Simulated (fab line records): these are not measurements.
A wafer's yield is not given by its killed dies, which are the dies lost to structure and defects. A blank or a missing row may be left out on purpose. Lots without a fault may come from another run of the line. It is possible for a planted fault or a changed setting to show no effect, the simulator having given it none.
fab line records	flow n5Finfet
record: lots: 7	wafers: 21
route steps=1938 shown SD_EPI_N@273 ILD0@338 SDB@350 HKMG_FIN@403 GATE_CUT@480
startH: start of the lot's first displayed wafer, in hours after the record's first day	waitH: hours elapsed since this lot's preceding step	" as in the row above	L1.1+2: a row that stands for several wafers	- value missing, or start not given	* or withheld: withheld	< > ~ a bound
route shown NAME@n: NAME is a module with steps in the file, n the number in the route of the first one	usual: the fault-free wafers' mean and standard deviation	same: alike in all rows	chamber/n: place in a boat	sites: per-site readings	_std_site: standard deviation across them	_edge_site: mean of outer sites minus mean of inner sites	radiusMm: for every site, how far away it sits from the centre of the wafer	mask NAME#n: copy n	behind: the most recent tool/chamber to have shaped the wafer	hold: what put the lot on hold/how long, in hours/how the hold closed	device: the n, p or np transistor that did not switch	end of line: tests of these same wafers at the route's end	step lacking rows: just its recipe	killed: not the wafer's yield, but the dies lost to structure and defects at the first sort	map: a wafer's dies, marking killed ones x, the rest . and places with no die _
set.NAME: the setting that was run; set.NAME@STEP: the one run at that earlier step	model.NAME: the simulator's own value behind a step, which no gauge read
lots whose settings were changed on purpose; a table a step, a row a wafer
== steps ==
step: N5_SD_EPI_N_DESCUM_14
recipe: chemistry: O2	timeS: 7.9	sourcePowerW: 50	biasPowerW: 20	pressureMtorr: 20	rfFrequencyHz: 2.712e+07	tempC: 40	resist: CAR-ArF-block	o2FlowSccm: 225
lot.wafer	tool	chamber	startH	waitH	set.timeS	set.pebTimeS@SD_EPI_N_PEB_07	model.SD_EPI_N.cdNm
L075.1	rieDiel-04	2	54.57	0.0	7.9	66.12	122.4
L075.3	"	1	"	"	7.9	60	119
L075.4	"	2	"	"	7.9	66.12	122.6
L077.1	rieDiel-04	2	67.16	0.0	7.9	60	119.4
L077.2	"	0	"	"	6.437	60	119.2
L077.6	"	3	"	"	7.9	60	120
L083.3	rieDiel-01	2	104.90	0.2	7.9	60	119.2
L083.4	"	3	"	"	7.9	54.32	116.8
L083.6	"	3	"	"	7.9	60	119.6
L090.1	rieDiel-04	1	145.87	0.1	7.05	47.51	110
L090.4	"	1	"	"	7.9	47.51	110.8
L090.5	"	0	"	"	7.9	47.51	111.2
L091.1	rieDiel-03	1	154.25	0.4	7.9	60	119.2
L091.4	"	1	"	"	7.9	60	118.6
L091.5	"	0	"	"	7.9	54.77	116.2
L094.3+6	rieDiel-03	2	168.57	0.0	7.9	60	120
L094.5	"	3	"	"	7.9	60	120.6
L095.2	rieDiel-03	2	175.35	0.1	9.073	52.63	114.8
L095.4	"	1	"	"	9.073	60	120.2
L095.6	"	1	"	"	7.9	60	120
step: N5_SD_EPI_N_ETCH_34
recipe: chemistry: CF4	target: SiARC	targetDepthA: 455	maskMaterial: CAR-ArF-block	timeS: 75.8	ionEnergyEv: 80	pressureMtorr: 40	sourceW: 545	biasW: 36	Ar_flow_sccm: 100	cf4FlowSccm: 100	ends: cleared
step: N5_SD_EPI_N_ETCH_35
recipe: chemistry: N2/H2	target: SOC	overetchA: 1080	maskMaterial: SiARC	tempC: 40	ionEnergyEv: 100	sourceW: 3000	biasW: 133	pressureMtorr: 20	timeS: 486	n2FlowSccm: 200	h2FlowSccm: 200
lot.wafer	tool	chamber	startH	waitH	set.pebTimeS@SD_EPI_N_PEB_07	model.SD_EPI_N.cdNm
L075.1	rieDiel-04	2	54.66	0.0	66.12	123
L075.3	"	1	"	"	60	118.2
L075.4	"	2	"	"	66.12	122.8
L077.1	rieDiel-04	2	67.25	0.0	60	119.8
L077.2+6	"	0,3	"	"	60	119
L083.3+6	rieDiel-01	2,3	104.99	0.0	60	120.4
L083.4	"	3	"	"	54.32	118.8
L090.1	rieDiel-04	1	145.96	0.0	47.51	110.2
L090.4	"	1	"	"	47.51	111.2
L090.5	"	0	"	"	47.51	111.4
L091.1	rieDiel-03	1	154.34	0.0	60	119
L091.4	"	1	"	"	60	118
L091.5	"	0	"	"	54.77	116
L094.3	rieDiel-03	2	168.66	0.0	60	120
L094.5	"	3	"	"	60	121
L094.6	"	2	"	"	60	119.2
L095.2	rieDiel-03	2	175.49	0.1	52.63	113.8
L095.4	"	1	"	"	60	120.2
L095.6	"	1	"	"	60	119.2
step: N5_SD_EPI_N_STRIP_36
recipe: chemistry: N2/H2	tempC: 40	n2FlowSccm: 200	h2FlowSccm: 200	rfFrequencyHz: 6e+07
step: N5_SD_EPI_N_ETCHBACK_44
recipe: chemistry: CH3F/O2	mode: anisotropicEtchback	target: SiNx	targetDepthA: 145	stopOn: SiO2	overEtchFrac: 0.3	ionEnergyEv: 120	pressureMtorr: 30	sourceW: 395	biasW: 73	Ar_flow_sccm: 150	CH3F_flow_sccm: 30	O2_flow_sccm: 20
lot.wafer	tool	chamber	startH	waitH	set.pebTimeS@SD_EPI_N_PEB_07	model.SD_EPI_N.cdNm
L075.1	rieDiel-04	2	54.98	0.0	66.12	123
L075.3	"	1	"	"	60	118.2
L075.4	"	2	"	"	66.12	122.8
L077.1	rieDiel-04	2	67.57	0.0	60	119.8
L077.2+6	"	0,3	"	"	60	119
L083.3	rieDiel-01	2	105.32	0.0	60	120.6
L083.4	"	3	"	"	54.32	118.8
L083.6	"	3	"	"	60	120.4
L090.1	rieDiel-04	1	146.28	0.0	47.51	110.2
L090.4	"	1	"	"	47.51	111.2
L090.5	"	0	"	"	47.51	111.4
L091.1	rieDiel-03	1	154.67	0.0	60	119
L091.4	"	1	"	"	60	118
L091.5	"	0	"	"	54.77	116
L094.3	rieDiel-03	2	168.98	0.0	60	120
L094.5	"	3	"	"	60	121
L094.6	"	2	"	"	60	119.2
L095.2	rieDiel-03	2	175.97	0.0	52.63	113.8
L095.4	"	1	"	"	60	120.2
L095.6	"	1	"	"	60	119.2
step: N5_ILD0_CMP_03
recipe: stopOn: SiNx	tOverpolishS: 1.9	postCmpClean: alkalineBrush	downForcePsi: 4.1491	platenRpm: 51.796	padVelocityMS: 1.0306	targetThkNm: 197.38
usual: timeToEndpointS: 68.4/2.9
lot.wafer	tool	chamber	startH	waitH	set.downForcePsi	timeToEndpointS
L075.4	cmp-04	3	68.11	0.1	5.033	57.2
L075.1	"	0	"	"	4.1491	69.8
L075.3	"	1	"	"	4.1491	67.2
L077.1	cmp-04	1	81.27	0.1	3.365	78.3
L077.2	"	3	"	"	4.1491	66.4
L077.6	"	0	"	"	4.1491	67.4
L083.4	cmp-01	2	117.12	0.0	4.473	66.8
L083.3	"	1	"	"	4.473	65.5
L083.6	"	2	"	"	4.1491	73.9
L090.1	cmp-02	2	158.95	0.1	4.673	59.8
L090.4	"	0	"	"	4.673	62.0
L090.5	"	2	"	"	4.1491	71.3
L091.4	cmp-04	2	166.06	0.1	4.1491	66.4
L091.1	"	0	"	"	5.072	58.8
L091.5	"	1	"	"	4.1491	67.5
L094.3	cmp-01	3	181.71	0.1	4.1491	69.9
L094.5	"	0	"	"	4.1491	68.1
L094.6	"	1	"	"	4.1491	70.2
L095.4	cmp-04	3	189.21	0.0	4.1491	65.8
L095.2	"	2	"	"	4.1491	65.7
L095.6	"	3	"	"	4.1491	64.8
step: N5_SDB_COAT_05
recipe: resist: CAR-ArF	spinRpm: 1500	resistThkNm: 90
lot.wafer	tool	chamber	startH	waitH	set.spinRpm	model.CAR-ArF_of_SDB_COAT_05.thkNm
L075.1	lithoTrack-05	0	-	-	1376	94.4
L075.3	"	0	"	"	1500	90.4
L075.4	"	0	"	"	1500	90.2
L077.1	lithoTrack-04	0	-	-	1500	90.2
L077.2	"	0	"	"	1647	85.8
L077.6	"	0	"	"	1647	85.6
L083.3	lithoTrack-03	0	-	-	1500	90.4
L083.4	"	0	"	"	1500	90
L083.6	"	0	"	"	1500	90.2
L090.1	lithoTrack-04	0	-	-	1500	89.8
L090.4	"	0	"	"	1500	89.6
L090.5	"	0	"	"	1552	88.4
L091.1+4	lithoTrack-05	0	-	-	1589	87.8
L091.5	"	0	"	"	1500	90.4
L094.3+5	lithoTrack-04	0	-	-	1500	90.2
L094.6	"	0	"	"	1500	90.4
L095.2+4	lithoTrack-03	0	-	-	1654	85.6
L095.6	"	0	"	"	1500	89.8
step: N5_SDB_EBR_07
recipe: solvent: PGMEA	ebrWidthMm: 1.5
step: N5_SDB_SOFTBAKE_06
recipe: tempC: 110	timeS: 60	resist: CAR-ArF
step: N5_SDB_EXPOSE_08
recipe: maskId: SDB	na: 1.35	sourceShape: conventional	sigmaOuter: 0.5	polarization: unpolarized	doseMj: 49.6
step: N5_SDB_PEB_09
recipe: pebTempC: withheld	pebTimeS: 60	resist: CAR-ArF
step: N5_SDB_DEVELOP_10
recipe: developTimeS: 30	developer: TMAH	resist: CAR-ArF	rinseLiquid: diw	dry: airSpin	devTempC: 23
lot.wafer	tool	chamber	startH	waitH	set.spinRpm@SDB_COAT_05	model.CAR-ArF_of_SDB_COAT_05.thkNm
L075.1	lithoTrack-05	0	-	-	1376	92.6
L075.3+4	"	0	"	"	1500	88.6
L077.1	lithoTrack-03	0	-	-	1500	88.4
L077.2	"	0	"	"	1647	84.2
L077.6	"	0	"	"	1647	84
L083.3	lithoTrack-03	0	-	-	1500	88.6
L083.4+6	"	0	"	"	1500	88.4
L090.1	lithoTrack-05	0	-	-	1500	88.2
L090.4	"	0	"	"	1500	87.8
L090.5	"	0	"	"	1552	86.8
L091.1	lithoTrack-04	0	-	-	1589	86
L091.4	"	0	"	"	1589	86.2
L091.5	"	0	"	"	1500	88.6
L094.3	lithoTrack-04	0	-	-	1500	88.4
L094.5+6	"	0	"	"	1500	88.6
L095.2+4	lithoTrack-04	0	-	-	1654	84
L095.6	"	0	"	"	1500	88.2
step: N5_SDB_DESCUM_16
recipe: chemistry: O2	timeS: 7.9	sourcePowerW: 50	biasPowerW: 20	pressureMtorr: 20	rfFrequencyHz: 2.712e+07	tempC: 40	resist: CAR-ArF	o2FlowSccm: 225
lot.wafer	tool	chamber	startH	waitH	set.spinRpm@SDB_COAT_05	model.CAR-ArF_of_SDB_COAT_05.thkNm
L075.1	rieDiel-03	2	72.67	0.3	1376	87.8
L075.3+4	"	1,3	"	"	1500	83.8
L077.1	rieDiel-01	1	85.67	0.0	1500	83.6
L077.2	"	0	"	"	1647	79.4
L077.6	"	3	"	"	1647	79
L083.3	rieDiel-01	1	121.66	0.2	1500	83.8
L083.4	"	3	"	"	1500	83.4
L083.6	"	1	"	"	1500	83.6
L090.1	rieDiel-03	2	163.44	0.0	1500	83.4
L090.4	"	0	"	"	1500	83
L090.5	"	3	"	"	1552	82
L091.1	rieDiel-01	0	170.33	0.0	1589	81.2
L091.4	"	3	"	"	1589	81.4
L091.5	"	1	"	"	1500	83.8
L094.3	rieDiel-03	2	186.22	0.0	1500	83.6
L094.5+6	"	2,1	"	"	1500	83.8
L095.2+4	rieDiel-04	0,1	194.36	0.5	1654	79.2
L095.6	"	0	"	"	1500	83.4
step: N5_HKMG_FIN_ETCH_55
recipe: chemistry: N2/H2	target: SOC	targetDepthA: 2400	tempC: 40	timeS: 300	ionEnergyEv: 200	maskMaterial: SiARC	pressureMtorr: 30	sourceW: 840	biasW: 150	n2FlowSccm: 200	h2FlowSccm: 200
usual: rfVppV: 524.9/3
lot.wafer	tool	chamber	startH	waitH	set.biasW	rfVppV	model.etch.depthNm	model.HKMG_FIN.featureDepthNm	model.SiARC_of_HKMG_FIN_COAT_42.thkNm
L075.1	rieDiel-04	1	78.74	0.0	150	522.4	233.4	233.4	21.6
L075.3	"	3	"	"	150	520.4	231.4	231.4	21.8
L075.4	"	2	"	"	150	524.0	237.8	237.8	21.6
L077.1	rieDiel-03	2	91.40	0.0	173	570.6	256	256	18.8
L077.2	"	0	"	"	150	522.7	240	240	21.2
L077.6	"	0	"	"	150	522.3	243.2	243.2	21.2
L083.3	rieDiel-04	3	127.68	0.0	159.6	541.0	240.6	240.6	20.4
L083.4	"	2	"	"	150	524.5	241.7	241.8	21.2
L083.6	"	0	"	"	150	524.1	237.9	238	21
L090.1	rieDiel-01	0	169.09	0.0	167.4	563.6	255	255	19.2
L090.4	"	1	"	"	150	528.4	242.4	242.4	20.8
L090.5	"	0	"	"	167.4	562.0	255.2	255.2	19
L091.1	rieDiel-04	1	176.59	0.0	173.9	579.2	262	262	18.4
L091.4	"	0	"	"	150	521.1	242.8	242.8	20.6
L091.5	"	1	"	"	173.9	580.1	260.8	260.8	18.4
L094.3	rieDiel-04	1	192.52	0.0	150	529.3	238.5	238.6	21.2
L094.5	"	1	"	"	150	528.6	238.6	238.6	21.4
L094.6	"	2	"	"	150	525.1	241.7	241.8	21.2
L095.2	rieDiel-04	1	200.07	0.0	135.7	496.8	227.4	227.4	23
L095.4	"	1	"	"	150	529.9	238.3	238.4	21.2
L095.6	"	0	"	"	135.7	490.0	224.4	224.4	22.8
step: N5_HKMG_FIN_ETCH_58
recipe: chemistry: N2/H2	target: SOC	targetDepthA: 2158	ionEnergyEv: 50	biasW: 13	timeS: 741	pressureMtorr: 30	sourceW: 875	n2FlowSccm: 200	h2FlowSccm: 200
usual: rfVppV: 99.2/1.1
lot.wafer	tool	chamber	startH	waitH	set.biasW	rfVppV	model.SOC_of_HKMG_FIN_COAT_41.thkNm	model.etch.depthNm	model.HKMG_FIN.featureDepthNm
L075.1	rieDiel-04	1	78.95	0.0	11.29	89.9	101.4	199.2	199.2
L075.3	"	3	"	"	13	97.8	91.2	208.7	208.8
L075.4	"	2	"	"	11.29	90.2	95.8	204	204
L077.1	rieDiel-03	2	91.61	0.0	13.96	103.2	80.8	219.9	220
L077.2	"	0	"	"	13	98.8	85	215.3	215.2
L077.6	"	0	"	"	13.96	102.9	78.8	222.7	222.8
L083.3	rieDiel-04	3	127.89	0.0	13	98.4	86.2	213.5	213.6
L083.4	"	2	"	"	13	99.9	80.4	219.9	219.8
L083.6	"	0	"	"	13	96.9	81.6	218.3	218.4
L090.1	rieDiel-01	0	169.30	0.0	13	99.7	79	220.1	220.2
L090.4	"	1	"	"	11.12	90.5	91.6	208	208
L090.5	"	0	"	"	13	97.8	82.6	216.9	216.8
L091.1	rieDiel-04	1	176.80	0.0	11.97	94.6	92.6	207.7	207.8
L091.4	"	0	"	"	11.97	92.6	93	207.3	207.4
L091.5	"	1	"	"	11.97	94.4	93.4	206.2	206.2
L094.3	rieDiel-04	1	192.73	0.0	13	99.0	86.2	213.8	213.8
L094.5	"	1	"	"	13	102.2	84.4	215.4	215.4
L094.6	"	2	"	"	13	98.8	83	216.3	216.4
L095.2	rieDiel-04	1	200.28	0.0	10.71	87.1	100	199	199
L095.4	"	1	"	"	10.71	89.2	100.4	199.4	199.4
L095.6	"	0	"	"	13	98.8	84	215.9	216
step: N5_GATE_CUT_COAT_27
recipe: resist: underlayer	tempC: 205	timeS: 60	spinRpm: 1500	resistThkNm: 10
lot.wafer	tool	chamber	startH	waitH	set.spinRpm	model.underlayer_of_GATE_CUT_COAT_27.thkNm
L075.1+3+4	lithoTrack-02	0	-	-	1500	10
L077.1+6	lithoTrack-05	0	-	-	1500	10
L077.2	"	0	"	"	1407	10.4
L083.3	lithoTrack-02	0	-	-	1421	10.4
L083.4	"	0	"	"	1421	10.2
L083.6	"	0	"	"	1500	10
L090.1+5	lithoTrack-02	0	-	-	1371	10.4
L090.4	"	0	"	"	1500	10
L091.1+4+5	lithoTrack-05	0	-	-	1500	10
L094.3+5+6	lithoTrack-02	0	-	-	1500	10
L095.2+4+6	lithoTrack-04	0	-	-	1500	10
== key ==
split: step: N5_SD_EPI_N_DESCUM_14	setting: timeS	stated: 7.9	by: wafer
response none clear
split: step: N5_ILD0_CMP_03	setting: downForcePsi	stated: 4.1491	by: wafer
response: step: N5_ILD0_CMP_03	reading: timeToEndpointS	change: *	per: 1%	r: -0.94
split: step: N5_SDB_COAT_05	setting: spinRpm	stated: 1500	by: wafer
response: step: N5_SDB_COAT_05	reading: model.CAR-ArF_of_SDB_COAT_05.thkNm	change: -0.445	per: 1%	r: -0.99
response: step: N5_SDB_DEVELOP_10	reading: model.CAR-ArF_of_SDB_COAT_05.thkNm	change: -0.433	per: 1%	r: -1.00
response: step: N5_SDB_DESCUM_16	reading: model.CAR-ArF_of_SDB_COAT_05.thkNm	change: -0.436	per: 1%	r: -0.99
split: step: N5_HKMG_FIN_ETCH_55	setting: biasW	stated: 150	by: wafer
response: step: N5_HKMG_FIN_ETCH_55	reading: rfVppV	change: +3.34	per: 1%	r: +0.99
response: step: N5_HKMG_FIN_ETCH_55	reading: model.etch.depthNm	change: +1.04	per: 1%	r: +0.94
response: step: N5_HKMG_FIN_ETCH_55	reading: model.HKMG_FIN.featureDepthNm	change: +1.04	per: 1%	r: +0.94
response: step: N5_HKMG_FIN_ETCH_55	reading: model.SiARC_of_HKMG_FIN_COAT_42.thkNm	change: -0.149	per: 1%	r: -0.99
split: step: N5_HKMG_FIN_ETCH_58	setting: biasW	stated: 13	by: wafer
response: step: N5_HKMG_FIN_ETCH_58	reading: rfVppV	change: +0.589	per: 1%	r: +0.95
response: step: N5_HKMG_FIN_ETCH_58	reading: model.SOC_of_HKMG_FIN_COAT_41.thkNm	change: -0.773	per: 1%	r: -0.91
response: step: N5_HKMG_FIN_ETCH_58	reading: model.etch.depthNm	change: +0.784	per: 1%	r: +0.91
response: step: N5_HKMG_FIN_ETCH_58	reading: model.HKMG_FIN.featureDepthNm	change: +0.788	per: 1%	r: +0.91
split: step: N5_GATE_CUT_COAT_27	setting: spinRpm	stated: 1500	by: wafer
response: step: N5_GATE_CUT_COAT_27	reading: model.underlayer_of_GATE_CUT_COAT_27.thkNm	change: -0.0535	per: 1%	r: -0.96
split outsideThisFile step=N5_SD_EPI_N_PEB_07 setting=pebTimeS
split outsideThisFile: this setting was split too, and the file shows its column; the key of that split is in another file
